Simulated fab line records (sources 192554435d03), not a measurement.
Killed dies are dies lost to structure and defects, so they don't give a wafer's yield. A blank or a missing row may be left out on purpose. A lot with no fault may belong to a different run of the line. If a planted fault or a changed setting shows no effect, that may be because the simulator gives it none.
fab line records	flow n5_finfet
record lots=7	wafers=39
route steps=1938 shown BEOL_M8@1377 BEOL_M11@1536
start_h: start of the lot's first displayed wafer, in hours after the record's first day	wait_h: time in hours since the lot's previous step	" repeats the value in the row above	L1.1+2: a single row standing in for several wafers	- no value, or no start was given	* or withheld: withheld	< > ~ a bound
route shown NAME@n: names a module that has steps shown in the file, with the first one's number in the route	usual: the fault-free wafers' mean and standard deviation	same: alike in all rows	chamber/n: place in a boat	sites: the reading at each site	_std_site: the standard deviation of these	_edge_site: outer sites' mean less inner sites'	radius_mm: how far each site lies from the wafer's centre	mask NAME#n: copy n	behind: the most recent tool/chamber to have shaped the wafer	hold: reason for holding the lot/hours on hold/outcome of the hold	device: the transistor (n, p or np) that didn't switch	end of line: tests run on the same wafers once the route is complete	a step with no rows: only its recipe	killed: at the first sort, the dies lost to defects and structure; wafer yield is something else	map: per-die view of a wafer (x killed, . not killed, _ where there is no die)
set.NAME: the setting as run; set.NAME@STEP: as run at that earlier step	model.NAME: the simulator's own value behind a step, which no gauge read
lots whose settings were changed on purpose; a table a step, a row a wafer
## steps
# step N5_BEOL_M8_TRENCH_ETCH_37
# recipe chemistry=C4F6/O2	target_depth_a=934.78	target=SiCOH_lowk	time_s=31.2	ion_energy_ev=250	pressure_mtorr=30	source_w=345	bias_w=185	Ar_flow_sccm=300	C4F6_flow_sccm=10	O2_flow_sccm=10
lot.wafer	tool	chamber	start_h	wait_h	set.time_s	model.etch.depth_nm	model.BEOL_M8.feature_depth_nm	model.TiN_of_BEOL_M8_HM_DEP_02.thk_nm
L074.1	rie_diel-04	2	-	-	19.93	60.14	60.2	18.4
L074.2	"	0	"	"	31.2	93.12	93.2	17.2
L074.3	"	1	"	"	19.93	59.37	59.4	18.4
L074.4	"	3	"	"	31.2	91.4	91.4	17.2
L074.5	"	3	"	"	31.2	91.56	91.6	17.4
L074.6	"	0	"	"	19.93	59.24	59.2	18.4
L080.1	rie_diel-02	1	-	-	31.2	93.35	93.4	17.4
L080.2	"	0	"	"	31.2	91.99	92	17.2
L080.3	"	3	"	"	45.09	134.3	134.4	16.2
L080.4	"	2	"	"	45.09	132.9	133	16.4
L080.5	"	1	"	"	31.2	93.37	93.4	17.4
L080.6	"	0	"	"	45.09	133.4	133.4	16.2
L085.1	rie_diel-04	2	-	-	31.2	93.11	93.2	17.2
L085.2	"	0	"	"	31.2	91.83	91.8	17.6
L085.3	"	3	"	"	31.2	91.49	91.4	17.4
L085.4	"	0	"	"	31.2	91.66	91.6	17.6
L085.5	"	2	"	"	31.2	93.31	93.4	17.6
L085.6	"	3	"	"	31.2	92.28	92.2	17.4
L089.1	rie_diel-05	3	-	-	24.46	71.47	71.4	17.6
L089.2	"	1	"	"	31.2	91.8	91.8	17.2
L089.3	"	2	"	"	24.46	73.14	73.2	17.8
L089.4	"	0	"	"	31.2	92.53	92.6	17.2
L089.5	"	3	"	"	24.46	70.86	70.8	17.6
L089.6	"	2	"	"	31.2	93.32	93.4	17.2
L091.1	rie_diel-04	0	-	-	41.13	120.6	120.6	16.4
L091.2	"	3	"	"	31.2	92.04	92	17.2
L091.3	"	2	"	"	31.2	92.92	93	17.4
L091.4	"	2	"	"	41.13	123	123	16.8
L091.5	"	3	"	"	41.13	121.6	121.6	16.6
L091.6	"	0	"	"	31.2	91.31	91.4	17.4
L093.1	rie_diel-05	0	-	-	31.2	92.86	92.8	17.2
L093.3	"	2	"	"	31.2	92.73	92.8	17.4
L093.4	"	1	"	"	31.2	91.72	91.8	17.4
L097.1	rie_diel-04	1	-	-	31.2	95.39	95.4	17.6
L097.2	"	3	"	"	31.2	90.82	90.8	17.6
L097.3	"	2	"	"	31.2	92.77	92.8	17.6
L097.4	"	3	"	"	31.2	90.82	90.8	17.4
L097.5	"	2	"	"	31.2	92.81	92.8	17.6
L097.6	"	1	"	"	31.2	95.34	95.4	17.6
# step N5_BEOL_M8_ETCH_41
# recipe chemistry=CH3F/O2	target=SiCN	target_depth_a=319	taper_deg=2	time_s=57.8	ion_energy_ev=120	mask_material=TiN	pressure_mtorr=30	source_w=395	bias_w=75	Ar_flow_sccm=150	CH3F_flow_sccm=30	O2_flow_sccm=20
# step N5_BEOL_M8_STRIP_80
# recipe chemistry=N2/H2	time_s=10	power_w=450	temp_c=40	pressure_mtorr=20	rf_frequency_hz=6e+07	bias_power_w=7	n2_flow_sccm=200	h2_flow_sccm=200
# step N5_BEOL_M8_OCD_MEAS_38
# usual trench_depth_nm=92.3/1.2
lot.wafer	tool	chamber	start_h	wait_h	set.time_s@BEOL_M8_TRENCH_ETCH_37	trench_depth_nm
L074.1	ocd-01	-	203.69	-	19.93	60.0
L074.2	"	-	"	"	31.2	93.1
L074.3	"	-	"	"	19.93	59.6
L074.4	"	-	"	"	31.2	91.5
L074.5	"	-	"	"	31.2	92.0
L074.6	"	-	"	"	19.93	59.2
L080.1	ocd-01	-	231.69	-	31.2	93.7
L080.2	"	-	"	"	31.2	92.7
L080.3	"	-	"	"	45.09	134.4
L080.4	"	-	"	"	45.09	133.0
L080.5	"	-	"	"	31.2	92.7
L080.6	"	-	"	"	45.09	133.5
L085.1	ocd-02	-	264.95	-	31.2	93.4
L085.2	"	-	"	"	31.2	91.7
L085.3	"	-	"	"	31.2	91.5
L085.4	"	-	"	"	31.2	91.9
L085.5	"	-	"	"	31.2	93.6
L085.6	"	-	"	"	31.2	92.5
L089.1	ocd-01	-	291.15	-	24.46	71.3
L089.2	"	-	"	"	31.2	92.3
L089.3	"	-	"	"	24.46	73.1
L089.4	"	-	"	"	31.2	92.8
L089.5	"	-	"	"	24.46	70.2
L089.6	"	-	"	"	31.2	92.9
L091.1	ocd-01	-	302.91	-	41.13	120.5
L091.2	"	-	"	"	31.2	91.9
L091.3	"	-	"	"	31.2	93.0
L091.4	"	-	"	"	41.13	123.1
L091.5	"	-	"	"	41.13	121.7
L091.6	"	-	"	"	31.2	91.2
L093.1	ocd-02	-	322.52	-	31.2	92.9
L093.3	"	-	"	"	31.2	92.5
L093.4	"	-	"	"	31.2	92.2
L097.1	ocd-02	-	352.48	-	31.2	95.6
L097.2	"	-	"	"	31.2	90.9
L097.3	"	-	"	"	31.2	92.5
L097.4	"	-	"	"	31.2	90.7
L097.5	"	-	"	"	31.2	92.8
L097.6	"	-	"	"	31.2	95.5
# step N5_BEOL_M8_HM_STRIP_39
# recipe chemistry=peroxide_tin_strip	material=TiN	target_depth_a=250	temp_c=50	time_s=158
# step N5_BEOL_M8_SRD_40
# recipe time_s=30	temp_c=23	rinse_liquid=diw	dry=ipa_marangoni
# step N5_BEOL_M8_ECD_50
# recipe material=Cu	target_thk_a=3000
# step N5_BEOL_M8_ANNEAL_51
# recipe temp_c=225	time_s=90	ambient=N2
# step N5_BEOL_M8_CMP_52
# recipe stop_on=SiCOH_lowk	t_overpolish_s=6.9	down_force_psi=1	platen_rpm=50	clearing_platen_down_force_psi=1.5	clearing_platen_rpm=50	post_cmp_clean=cu_alkaline	target_thk_nm=80	clearing_platen_pad_velocity_m_s=0.99484	pad_velocity_m_s=0.99484
lot.wafer	tool	chamber	start_h	wait_h	set.time_s@BEOL_M8_TRENCH_ETCH_37	model.Cu_of_BEOL_M8_ECD_50.thk_nm
L074.2	cmp-03	3	207.02	0.2	31.2	78
L074.4	"	0	"	"	31.2	78.6
L074.1	"	1	"	"	19.93	45.8
L074.3	"	2	"	"	19.93	46.2
L074.6	"	3	"	"	19.93	45.4
L074.5	"	0	"	"	31.2	77
L080.2	cmp-03	3	235.09	0.2	31.2	78.2
L080.4	"	0	"	"	45.09	121
L080.3	"	1	"	"	45.09	121.8
L080.1	"	2	"	"	31.2	82.6
L080.5	"	3	"	"	31.2	81
L080.6	"	0	"	"	45.09	121.4
L085.2	cmp-01	3	267.15	0.2	31.2	79.2
L085.1	"	0	"	"	31.2	78.8
L085.4	"	1	"	"	31.2	78.2
L085.3	"	2	"	"	31.2	78.6
L085.5	"	3	"	"	31.2	80.2
L085.6	"	0	"	"	31.2	77.8
L089.4+6	cmp-01	2	294.85	0.1	31.2	80
L089.2	"	3	"	"	31.2	80.4
L089.3	"	0	"	"	24.46	60.4
L089.1	"	1	"	"	24.46	60
L089.5	"	3	"	"	24.46	58.2
L091.3+2	cmp-04	2,1	305.26	0.2	31.2	81
L091.1	"	3	"	"	41.13	109.4
L091.4	"	0	"	"	41.13	111.2
L091.5	"	2	"	"	41.13	109.6
L091.6	"	3	"	"	31.2	79.6
L093.3	cmp-04	3	325.28	0.2	31.2	80.8
L093.4	"	0	"	"	31.2	80.6
L093.1	"	1	"	"	31.2	82.2
L097.2	cmp-04	2	355.24	0.2	31.2	77
L097.3	"	3	"	"	31.2	79
L097.4	"	0	"	"	31.2	77.6
L097.1	"	1	"	"	31.2	83.4
L097.6	"	2	"	"	31.2	83.2
L097.5	"	3	"	"	31.2	78.8
# step N5_BEOL_M8_THK_MEAS_53
# recipe thk_meas_gauge=xrf	reads=Cu_of_BEOL_M8_ECD_50
# usual M8_THK=78.4/1.4
lot.wafer	tool	chamber	start_h	wait_h	set.time_s@BEOL_M8_TRENCH_ETCH_37	M8_THK[nm]
L074.1	film_metro-02	-	207.31	-	19.93	45.9
L074.2	"	-	"	"	31.2	77.6
L074.3	"	-	"	"	19.93	46.1
L074.4	"	-	"	"	31.2	78.3
L074.5	"	-	"	"	31.2	76.7
L074.6	"	-	"	"	19.93	45.1
L080.1	film_metro-02	-	235.39	-	31.2	81.6
L080.2	"	-	"	"	31.2	77.5
L080.3	"	-	"	"	45.09	120.2
L080.4	"	-	"	"	45.09	119.9
L080.5	"	-	"	"	31.2	79.9
L080.6	"	-	"	"	45.09	120.2
L085.1	film_metro-02	-	267.44	-	31.2	77.6
L085.2	"	-	"	"	31.2	78.1
L085.3	"	-	"	"	31.2	77.5
L085.4	"	-	"	"	31.2	77.3
L085.5	"	-	"	"	31.2	79.1
L085.6	"	-	"	"	31.2	76.8
L089.1	film_metro-02	-	295.14	-	24.46	59.0
L089.2	"	-	"	"	31.2	79.8
L089.3	"	-	"	"	24.46	59.3
L089.4	"	-	"	"	31.2	79.0
L089.5	"	-	"	"	24.46	57.6
L089.6	"	-	"	"	31.2	79.1
L091.1	film_metro-01	-	305.56	-	41.13	107.6
L091.2	"	-	"	"	31.2	79.8
L091.3	"	-	"	"	31.2	79.7
L091.4	"	-	"	"	41.13	109.5
L091.5	"	-	"	"	41.13	107.7
L091.6	"	-	"	"	31.2	78.3
L093.1	film_metro-02	-	325.58	-	31.2	80.3
L093.3	"	-	"	"	31.2	79.2
L093.4	"	-	"	"	31.2	78.6
L097.1	film_metro-02	-	355.54	-	31.2	82.9
L097.2	"	-	"	"	31.2	77.0
L097.3	"	-	"	"	31.2	78.6
L097.4	"	-	"	"	31.2	77.4
L097.5	"	-	"	"	31.2	78.3
L097.6	"	-	"	"	31.2	82.5
# step N5_BEOL_M8_PRE_CLEAN_55
# recipe gas=NH3	time_s=15	temp_c=withheld	rf_power_w=300
# step N5_BEOL_M8_DEP_56
# recipe material=SiCN	target_thk_a=100	temp_c=withheld	precursor=3MS/NH3	pressure_torr=3	rf_w=202	time_s=17.5
# step N5_BEOL_M8_RS_MEAS_57
# recipe thk_meas_gauge=four-point-probe	reads=Cu_of_BEOL_M8_ECD_50+Co_of_BEOL_M8_CVD_78+TaN_of_BEOL_M8_ALD_77
# usual M8_RS=0.289/0.0065
lot.wafer	tool	chamber	start_h	wait_h	set.time_s@BEOL_M8_TRENCH_ETCH_37	M8_RS[ohm/sq]
L074.1	film_metro-01	-	207.44	0.1	19.93	0.564
L074.2	"	-	"	"	31.2	0.295
L074.3	"	-	"	"	19.93	0.560
L074.4	"	-	"	"	31.2	0.292
L074.5	"	-	"	"	31.2	0.299
L074.6	"	-	"	"	19.93	0.572
L080.1	film_metro-01	-	235.52	0.1	31.2	0.276
L080.2	"	-	"	"	31.2	0.294
L080.3	"	-	"	"	45.09	0.177
L080.4	"	-	"	"	45.09	0.178
L080.5	"	-	"	"	31.2	0.282
L080.6	"	-	"	"	45.09	0.178
L085.1	film_metro-01	-	267.58	0.1	31.2	0.291
L085.2	"	-	"	"	31.2	0.289
L085.3	"	-	"	"	31.2	0.292
L085.4	"	-	"	"	31.2	0.294
L085.5	"	-	"	"	31.2	0.285
L085.6	"	-	"	"	31.2	0.296
L089.1	film_metro-01	-	295.27	0.1	24.46	0.405
L089.2	"	-	"	"	31.2	0.284
L089.3	"	-	"	"	24.46	0.401
L089.4	"	-	"	"	31.2	0.286
L089.5	"	-	"	"	24.46	0.420
L089.6	"	-	"	"	31.2	0.285
L091.1	film_metro-02	-	305.69	0.1	41.13	0.199
L091.2	"	-	"	"	31.2	0.282
L091.3	"	-	"	"	31.2	0.282
L091.4	"	-	"	"	41.13	0.196
L091.5	"	-	"	"	41.13	0.199
L091.6	"	-	"	"	31.2	0.288
L093.1	film_metro-01	-	325.71	0.1	31.2	0.277
L093.3	"	-	"	"	31.2	0.283
L093.4	"	-	"	"	31.2	0.283
L097.1	film_metro-02	-	355.67	0.1	31.2	0.273
L097.2	"	-	"	"	31.2	0.300
L097.3	"	-	"	"	31.2	0.291
L097.4	"	-	"	"	31.2	0.297
L097.5	"	-	"	"	31.2	0.291
L097.6	"	-	"	"	31.2	0.273
# step N5_BEOL_M11_ILD_DEP_00
# recipe material=SiCOH_lowk	target_thk_a=3085.1	temp_c=300	precursor=DEMS/porogen	pressure_torr=5	rf_w=500	time_s=58
lot.wafer	tool	chamber	start_h	wait_h	set.time_s	model.SiCOH_lowk_of_BEOL_M11_ILD_DEP_00.thk_nm
L074.1	pecvd-03	2	223.27	0.0	58	307.8
L074.2	"	0	"	"	72.91	378
L074.3	"	1	"	"	58	304.2
L074.4	"	0	"	"	58	312
L074.5	"	1	"	"	72.91	384.4
L074.6	"	2	"	"	72.91	386.8
L080.1	pecvd-04	0	252.39	0.0	58	307
L080.2	"	1	"	"	58	308
L080.3	"	2	"	"	58	308.8
L080.4	"	2	"	"	58	314
L080.5	"	0	"	"	58	309
L080.6	"	1	"	"	58	311.2
L085.1	pecvd-04	2	283.95	0.0	87.14	465
L085.2	"	1	"	"	58	313
L085.3	"	0	"	"	87.14	460.8
L085.4	"	0	"	"	87.14	471.6
L085.5	"	2	"	"	58	317.8
L085.6	"	1	"	"	58	315.6
L089.1	pecvd-01	2	309.88	0.0	87.22	457.2
L089.2	"	0	"	"	87.22	455.2
L089.3	"	1	"	"	58	299.2
L089.4	"	1	"	"	58	299.8
L089.5	"	0	"	"	87.22	462
L089.6	"	2	"	"	58	310.2
L091.1	pecvd-01	2	323.85	0.0	58	306.4
L091.2	"	1	"	"	58	305.6
L091.3	"	0	"	"	58	308.2
L091.4	"	0	"	"	58	311
L091.5	"	1	"	"	58	309.8
L091.6	"	2	"	"	58	313.8
L093.1	pecvd-01	2	340.71	0.0	58	312
L093.3	"	1	"	"	58	308
L093.4	"	2	"	"	58	314.6
L097.1	pecvd-01	0	374.05	0.0	58	311
L097.2	"	2	"	"	58	313.8
L097.3	"	1	"	"	58	307.6
L097.4	"	0	"	"	32.83	182.2
L097.5	"	2	"	"	32.83	184.6
L097.6	"	1	"	"	32.83	179
# step N5_BEOL_M11_CURE_71
# recipe temp_c=385	time_s=240	ambient=He/Ar	material=SiCOH_lowk
lot.wafer	tool	chamber	start_h	wait_h	set.time_s@BEOL_M11_ILD_DEP_00	model.SiCOH_lowk_of_BEOL_M11_ILD_DEP_00.thk_nm
L074.1	uv_cure-02	2	223.42	0.1	58	267.4
L074.2	"	2	"	"	72.91	329.6
L074.3	"	2	"	"	58	264.2
L074.4	"	2	"	"	58	271
L074.5	"	2	"	"	72.91	335.4
L074.6	"	2	"	"	72.91	337.4
L080.1	uv_cure-03	0	252.48	0.1	58	266.8
L080.2	"	0	"	"	58	267.4
L080.3	"	0	"	"	58	268.4
L080.4	"	0	"	"	58	272.8
L080.5	"	0	"	"	58	268.6
L080.6	"	0	"	"	58	270.4
L085.1	uv_cure-02	0	284.03	0.0	87.14	407.4
L085.2	"	0	"	"	58	272
L085.3	"	0	"	"	87.14	403.6
L085.4	"	0	"	"	87.14	413.4
L085.5	"	0	"	"	58	276.2
L085.6	"	0	"	"	58	274.2
L089.1	uv_cure-03	1	309.96	0.0	87.22	400.4
L089.2	"	1	"	"	87.22	398.6
L089.3	"	1	"	"	58	259.8
L089.4	"	1	"	"	58	260.4
L089.5	"	1	"	"	87.22	404.8
L089.6	"	1	"	"	58	269.4
L091.1	uv_cure-03	1	323.93	0.0	58	266.2
L091.2	"	1	"	"	58	265.6
L091.3	"	1	"	"	58	267.8
L091.4	"	1	"	"	58	270.2
L091.5	"	1	"	"	58	269
L091.6	"	1	"	"	58	272.8
L093.1	uv_cure-03	2	340.89	0.1	58	271
L093.3	"	2	"	"	58	267.6
L093.4	"	2	"	"	58	273.4
L097.1	uv_cure-03	2	374.13	0.0	58	270.2
L097.2	"	2	"	"	58	272.6
L097.3	"	2	"	"	58	267.2
L097.4	"	2	"	"	32.83	157.2
L097.5	"	2	"	"	32.83	159.2
L097.6	"	2	"	"	32.83	154.2
# step N5_BEOL_M11_THK_MEAS_01
# recipe reads=SiCOH_lowk_of_BEOL_M11_ILD_DEP_00
# usual M11_ILD_THK=268/4.2
lot.wafer	tool	chamber	start_h	wait_h	set.time_s@BEOL_M11_ILD_DEP_00	M11_ILD_THK[nm]
L074.1	film_metro-02	-	223.94	0.4	58	267
L074.2	"	-	"	"	72.91	330
L074.3	"	-	"	"	58	264
L074.4	"	-	"	"	58	271
L074.5	"	-	"	"	72.91	336
L074.6	"	-	"	"	72.91	337
L080.1	film_metro-01	-	252.99	0.4	58	267
L080.2	"	-	"	"	58	268
L080.3	"	-	"	"	58	268
L080.4	"	-	"	"	58	272
L080.5	"	-	"	"	58	269
L080.6	"	-	"	"	58	270
L085.1	film_metro-02	-	284.54	0.4	87.14	407
L085.2	"	-	"	"	58	272
L085.3	"	-	"	"	87.14	404
L085.4	"	-	"	"	87.14	413
L085.5	"	-	"	"	58	276
L085.6	"	-	"	"	58	274
L089.1	film_metro-02	-	310.47	0.4	87.22	400
L089.2	"	-	"	"	87.22	399
L089.3	"	-	"	"	58	260
L089.4	"	-	"	"	58	260
L089.5	"	-	"	"	87.22	405
L089.6	"	-	"	"	58	269
L091.1	film_metro-01	-	324.44	0.4	58	266
L091.2	"	-	"	"	58	266
L091.3	"	-	"	"	58	268
L091.4	"	-	"	"	58	270
L091.5	"	-	"	"	58	269
L091.6	"	-	"	"	58	273
L093.1	film_metro-02	-	341.40	0.4	58	271
L093.3	"	-	"	"	58	268
L093.4	"	-	"	"	58	274
L097.1	film_metro-02	-	375.12	0.8	58	270
L097.2	"	-	"	"	58	272
L097.3	"	-	"	"	58	267
L097.4	"	-	"	"	32.83	157
L097.5	"	-	"	"	32.83	159
L097.6	"	-	"	"	32.83	154
## key
split step=N5_BEOL_M8_TRENCH_ETCH_37	setting=time_s	stated=31.2	by=wafer
response step=N5_BEOL_M8_TRENCH_ETCH_37	reading=model.etch.depth_nm	change=+0.917	per=1%	r=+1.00
response step=N5_BEOL_M8_TRENCH_ETCH_37	reading=model.BEOL_M8.feature_depth_nm	change=+0.918	per=1%	r=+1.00
response step=N5_BEOL_M8_TRENCH_ETCH_37	reading=model.TiN_of_BEOL_M8_HM_DEP_02.thk_nm	change=-0.0256	per=1%	r=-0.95
response step=N5_BEOL_M8_OCD_MEAS_38	reading=trench_depth_nm	change=+0.92	per=1%	r=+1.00
response step=N5_BEOL_M8_CMP_52	reading=model.Cu_of_BEOL_M8_ECD_50.thk_nm	change=+0.915	per=1%	r=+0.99
response step=N5_BEOL_M8_THK_MEAS_53	reading=M8_THK	change=+0.906	per=1%	r=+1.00
response step=N5_BEOL_M8_RS_MEAS_57	reading=M8_RS	shape=bent	at_lowest=0.565	at_stated=0.287	at_highest=0.178
split step=N5_BEOL_M11_ILD_DEP_00	setting=time_s	stated=58	by=wafer
response step=N5_BEOL_M11_ILD_DEP_00	reading=model.SiCOH_lowk_of_BEOL_M11_ILD_DEP_00.thk_nm	change=+3.01	per=1%	r=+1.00
response step=N5_BEOL_M11_CURE_71	reading=model.SiCOH_lowk_of_BEOL_M11_ILD_DEP_00.thk_nm	change=+2.67	per=1%	r=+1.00
response step=N5_BEOL_M11_THK_MEAS_01	reading=M11_ILD_THK	change=+2.67	per=1%	r=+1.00
